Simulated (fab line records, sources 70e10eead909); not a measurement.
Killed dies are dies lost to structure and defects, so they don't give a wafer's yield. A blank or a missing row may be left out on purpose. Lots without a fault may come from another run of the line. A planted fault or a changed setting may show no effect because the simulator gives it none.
fab line records | flow nand_harc
record lots=13 wafers=39 last_day=32
route steps=1302 shown P_ZERO_WELL@59 P_STI@83
lots that met no fault: from a run of the same line without faults
start_h: hours from the record's first day to the start of the lot's first wafer shown | wait_h: hours since the lot's step before | " the same as in the row above | L1.1+2: a row that stands for several wafers | - no value, or no start given | * or withheld: withheld | < > ~ a bound
route shown NAME@n: a module of which the file shows steps, and the number in the route of the first | usual: mean/standard deviation of fault-free wafers | same: alike in all rows | chamber/n: place in a boat | sites: the reading at each site | _std_site: their standard deviation | _edge_site: outer sites' mean less inner sites' | radius_mm: how far each site lies from the wafer's centre | mask NAME#n: copy n | behind: the tool/chamber that last shaped the wafer | hold: why the lot was held/for how many hours/how that ended | device: the transistor (n, p or np) that didn't switch | end of line: the same wafers' tests at the end of the route | a step without rows: its recipe alone | killed: dies lost to structure and defects at the first sort, not the wafer's yield | map: a wafer's dies, x killed, . not, _ none there
set.NAME: the setting as run; set.NAME@STEP: as run at that earlier step | model.NAME: the simulator's own value behind a step, which no gauge read
steps of the route over a sample of lots; a table a step, a row a wafer
services: from which hour (start_h, from the record's first day; less than 0 if before it) a tool's chamber was out of use, for how many hours, and why
## steps
# step NHARC_P_ZERO_WELL_CD_MEAS_52
# recipe target_cd_nm=2000 landing_energy_ev=500
# usual cd_nm=1999.4/1.7
# columns lot.wafer tool chamber start_h wait_h cd_nm
L111.1 cd_sem-02 0 25.63 - 2002.6
L111.2 " 0 " " 2004.3
L111.4 " 0 " " 2002.6
L112.1 cd_sem-02 0 37.62 - 2001.0
L112.2 " 0 " " 2002.2
L112.5 " 0 " " 1998.4
L113.1 cd_sem-03 0 45.96 - 1998.7
L113.2 " 0 " " 1998.6
L113.4 " 0 " " 2000.4
L114.1 cd_sem-03 0 55.64 - 1999.3
L114.2 " 0 " " 2001.1
L114.4 " 0 " " 1998.1
L115.2 cd_sem-02 0 65.63 - 1997.0
L115.4 " 0 " " 1997.2
L115.5 " 0 " " 1998.0
L118.4 cd_sem-03 0 95.89 - 1999.0
L118.5 " 0 " " 1998.1
L118.6 " 0 " " 1997.2
L119.4 cd_sem-03 0 105.87 - 1998.4
L119.5 " 0 " " 1999.4
L119.6 " 0 " " 1996.6
L120.2 cd_sem-02 0 115.60 - 1998.2
L120.3 " 0 " " 1999.2
L120.5 " 0 " " 1999.9
L121.1 cd_sem-03 0 125.73 - 1999.0
L121.2 " 0 " " 1999.8
L121.6 " 0 " " 1998.9
L122.2 cd_sem-02 0 139.04 - 1999.1
L122.3 " 0 " " 2001.0
L122.6 " 0 " " 1999.6
L124.4 cd_sem-02 0 155.84 - 1997.8
L124.5 " 0 " " 1995.0
L124.6 " 0 " " 1995.7
L125.2 cd_sem-02 0 165.74 - 1999.2
L125.4 " 0 " " 1998.7
L125.5 " 0 " " 1998.0
L132.2 cd_sem-01 0 235.90 - 1998.2
L132.4 " 0 " " 1999.4
L132.5 " 0 " " 2000.7
# step NHARC_P_STI_CD_MEAS_09
# recipe target_cd_nm=200 landing_energy_ev=500
# usual cd_nm=199.1/2.3
# columns lot.wafer tool chamber start_h wait_h cd_nm
L111.1 cd_sem-02 0 42.04 - 199.7
L111.2 " 0 " " 199.6
L111.4 " 0 " " 201.4
L112.1 cd_sem-01 0 56.62 - 199.5
L112.2 " 0 " " 199.3
L112.5 " 0 " " 202.4
L113.1 cd_sem-01 0 62.43 - 196.7
L113.2 " 0 " " 197.2
L113.4 " 0 " " 197.5
L114.1 cd_sem-03 0 72.68 - 201.5
L114.2 " 0 " " 194.5
L114.4 " 0 " " 198.4
L115.2 cd_sem-03 0 83.95 - 198.9
L115.4 " 0 " " 201.5
L115.5 " 0 " " 200.6
L118.4 cd_sem-01 0 112.84 - 195.1
L118.5 " 0 " " 196.1
L118.6 " 0 " " 195.5
L119.4 cd_sem-01 0 126.02 - 200.9
L119.5 " 0 " " 195.7
L119.6 " 0 " " 194.4
L120.2 cd_sem-03 0 132.35 - 199.8
L120.3 " 0 " " 200.2
L120.5 " 0 " " 199.3
L121.1 cd_sem-03 0 144.36 - 200.4
L121.2 " 0 " " 199.0
L121.6 " 0 " " 197.4
L122.2 cd_sem-01 0 157.66 - 201.7
L122.3 " 0 " " 201.3
L122.6 " 0 " " 199.7
L124.4 cd_sem-03 0 173.45 - 199.8
L124.5 " 0 " " 202.2
L124.6 " 0 " " 201.2
L125.2 cd_sem-03 0 184.52 - 201.2
L125.4 " 0 " " 196.9
L125.5 " 0 " " 201.2
L132.2 cd_sem-02 0 254.25 - 198.9
L132.4 " 0 " " 200.4
L132.5 " 0 " " 198.7
# step NHARC_P_STI_INSPECT_11
# usual raw_defect_count=5.2/2.8
# columns lot.wafer tool chamber start_h wait_h raw_defect_count
L111.1 defect_inspect-02 - 42.17 0.0 8
L111.2 " - " " 7
L111.4 " - " " 5
L112.1 defect_inspect-01 - 56.75 0.0 6
L112.2 " - " " 5
L112.5 " - " " 9
L113.1 defect_inspect-02 - 62.55 0.0 11
L113.2 " - " " 5
L113.4 " - " " 5
L114.1 defect_inspect-01 - 72.81 0.0 3
L114.2 " - " " 2
L114.4 " - " " 2
L115.2 defect_inspect-01 - 84.07 0.0 2
L115.4 " - " " 3
L115.5 " - " " 1
L118.4 defect_inspect-01 - 112.96 0.0 4
L118.5 " - " " 5
L118.6 " - " " 3
L119.4 defect_inspect-02 - 126.14 0.0 3
L119.5 " - " " 6
L119.6 " - " " 3
L120.2 defect_inspect-01 - 132.47 0.0 7
L120.3 " - " " 4
L120.5 " - " " 10
L121.1 defect_inspect-02 - 144.49 0.0 4
L121.2 " - " " 5
L121.6 " - " " 10
L122.2 defect_inspect-02 - 157.78 0.0 5
L122.3 " - " " 3
L122.6 " - " " 9
L124.4 defect_inspect-01 - 173.57 0.0 5
L124.5 " - " " 0
L124.6 " - " " 5
L125.2 defect_inspect-02 - 184.65 0.0 15
L125.4 " - " " 9
L125.5 " - " " 12
L132.2 defect_inspect-02 - 254.37 0.0 7
L132.4 " - " " 7
L132.5 " - " " 4
# step NHARC_P_STI_ETCH_15
# recipe target_depth_a=3000 taper_deg=4 time_s=100.1 hbr_flow_sccm=150 cl2_flow_sccm=50 rf_w=400 icp_w=400 bias_w=100 chemistry=HBr/Cl2
# usual drypump_motor_current_A=5.6/0.44 oes_product_au=0.998/0.0097 throttle_valve_pct=26.406/0.0088
# columns lot.wafer tool chamber start_h wait_h drypump_motor_current_A oes_product_au rf_hours_counter_h throttle_valve_pct
L111.2 rie_si-06 1 42.57 - 5.2 0.996 0.8 26.409
L111.1 " 2 " " 5.7 1.009 0.9 26.406
L111.4 " 1 " " 5.2 0.992 - 26.385
L112.1 rie_si-06 2 57.17 - 5.7 0.997 1.0 26.415
L112.2 " 0 " " 6.2 0.998 1.1 26.413
L112.5 " 2 " " 5.6 1.008 - 26.395
L113.4 rie_si-05 1 62.96 - 5.5 1.002 0.6 26.402
L113.2 " 2 " " 5.9 0.993 0.6 26.405
L113.1 " 0 " " 5.3 0.998 0.7 26.396
L114.1 rie_si-03 0 73.22 - 6.3 0.999 0.1 26.416
L114.4 " 2 " " 6.6 1.001 0.1 26.384
L114.2 " 3 " " 5.8 0.989 0.1 26.414
L115.2 rie_si-06 1 84.48 - 5.2 0.997 0.0 26.420
L115.4 " 3 " " 5.4 1.004 0.0 26.396
L115.5 " 2 " " 5.6 1.001 - 26.398
L118.4 rie_si-03 3 113.41 - 5.8 0.988 0.4 26.425
L118.5 " 0 " " 6.3 0.993 - 26.395
L118.6 " 1 " " 5.1 0.979 - 26.408
L119.4 rie_si-05 1 126.57 - 5.5 1.001 1.0 26.414
L119.6 " 0 " " 5.4 0.995 - 26.405
L119.5 " 1 " " 5.5 0.999 - 26.387
L120.2 rie_si-03 2 132.88 - 6.6 1.019 0.5 26.413
L120.3 " 3 " " 5.8 0.997 0.5 26.402
L120.5 " 2 " " 6.6 1.016 - 26.418
L121.1 rie_si-05 0 144.90 - 5.3 1.011 0.1 26.402
L121.2 " 1 " " 5.5 0.994 0.0 26.419
L121.6 " 0 " " 5.3 1.004 - 26.412
L122.3 rie_si-06 3 158.23 - 5.4 1.004 0.4 26.403
L122.2 " 1 " " 5.2 0.980 0.5 26.393
L122.6 " 3 " " 5.4 0.996 - 26.415
L124.4 rie_si-06 3 174.02 - 5.4 1.009 0.6 26.410
L124.5 " 0 " " 6.2 1.021 - 26.398
L124.6 " 1 " " 5.2 0.990 - 26.416
L125.2 rie_si-03 1 185.06 - 5.1 0.991 1.0 26.396
L125.4 " 2 " " 6.6 1.004 0.9 26.406
L125.5 " 1 " " 5.1 0.989 - 26.415
L132.2 rie_si-05 0 254.81 - 5.4 0.908 0.9 26.413
L132.4 " 1 " " 5.5 0.989 1.0 26.406
L132.5 " 2 " " 5.9 0.990 - 26.406
# step NHARC_P_STI_OCD_MEAS_17
# usual trench_depth_nm=299/4.1 trench_foot_cd_nm=157.3/2.4
# columns lot.wafer tool chamber start_h wait_h trench_depth_nm trench_foot_cd_nm
L111.1 ocd-01 - 42.85 0.1 302 157.4
L111.2 " - " " 296 158.5
L111.4 " - " " 297 160.3
L112.1 ocd-02 - 57.41 0.1 303 157.1
L112.2 " - " " 300 157.4
L112.5 " - " " 301 160.5
L113.1 ocd-02 - 63.21 0.1 301 154.7
L113.2 " - " " 297 155.5
L113.4 " - " " 299 156.0
L114.1 ocd-02 - 73.47 0.1 297 159.9
L114.2 " - " " 298 153.1
L114.4 " - " " 305 155.9
L115.2 ocd-02 - 84.74 0.1 298 157.7
L115.4 " - " " 302 159.1
L115.5 " - " " 302 158.1
L118.4 ocd-01 - 113.62 0.1 295 154.4
L118.5 " - " " 298 153.8
L118.6 " - " " 293 155.4
L119.4 ocd-02 - 126.80 0.1 301 159.1
L119.5 " - " " 301 153.3
L119.6 " - " " 299 153.0
L120.2 ocd-02 - 133.13 0.1 307 156.9
L120.3 " - " " 300 158.4
L120.5 " - " " 306 156.1
L121.1 ocd-01 - 145.15 0.1 303 157.6
L121.2 " - " " 295 157.9
L121.6 " - " " 301 155.5
L122.2 ocd-01 - 158.48 0.1 292 160.6
L122.3 " - " " 299 159.6
L122.6 " - " " 300 157.2
L124.4 ocd-02 - 174.23 0.1 303 158.0
L124.5 " - " " 309 158.9
L124.6 " - " " 296 160.2
L125.2 ocd-02 - 185.31 0.1 293 160.6
L125.4 " - " " 305 154.5
L125.5 " - " " 294 160.4
L132.2 ocd-02 - 255.05 0.1 258 162.9
L132.4 " - " " 296 159.0
L132.5 " - " " 297 157.9
## services
# columns tool chamber start_h hours kind
rie_si-06 1 33.86 6.8 repair
rie_si-06 0 38.63 5.2 repair
rie_si-03 - 44.00 9.0 pm
rie_si-06 - 50.99 0.6 repair
rie_si-06 3 57.60 7.5 repair
rie_si-06 - 72.00 9.0 pm
rie_si-06 0 72.00 9.0 vent_cycle
rie_si-06 1 72.00 9.0 vent_cycle
rie_si-06 2 72.00 9.0 vent_cycle
rie_si-06 3 72.00 9.0 vent_cycle
rie_si-06 0 81.00 - clean
rie_si-06 1 81.00 - clean
rie_si-06 2 81.00 - clean
rie_si-06 3 81.00 - clean
rie_si-06 0 123.25 12.3 repair
rie_si-05 - 128.00 9.0 pm
rie_si-03 - 145.94 0.2 repair
rie_si-03 1 176.16 4.7 repair
rie_si-06 - 186.32 1.7 repair
rie_si-05 2 216.01 11.0 repair
rie_si-03 - 221.00 9.0 pm
rie_si-05 2 232.31 6.9 repair
rie_si-06 - 249.00 9.0 pm
rie_si-06 0 249.00 9.0 vent_cycle
## key
first_sign step=NHARC_P_STI_ETCH_15 reading=oes_product_au direction=down sigmas=9.3 usual=0.998 struck=0.908
effect step=NHARC_P_STI_OCD_MEAS_17 reading=trench_depth_nm direction=down sigmas=10 usual=299 struck=258
met_at NHARC_P_STI_ETCH_15
struck_lots L132
struck_wafers L132.2
tester_left_out L132
not_acting_at NHARC_P_ZERO_WELL_CD_MEAS_52,NHARC_P_STI_CD_MEAS_09,NHARC_P_STI_INSPECT_11
onset_between 144.90 254.81
fault kind=process_parameter_drift tool=rie_si-05 chamber=0 onset_h=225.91 steps=NHARC_P_STI_ETCH_15 channel=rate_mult offset=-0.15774 shape=step end_h=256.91
# tester_left_out: of these lots the tester's yield and bins aren't shown, on N5 and GAA mostly nor the transistor test; their killed dies are dies lost to structure and defects alone, not to doping, threshold or leakage, so they don't give the yield
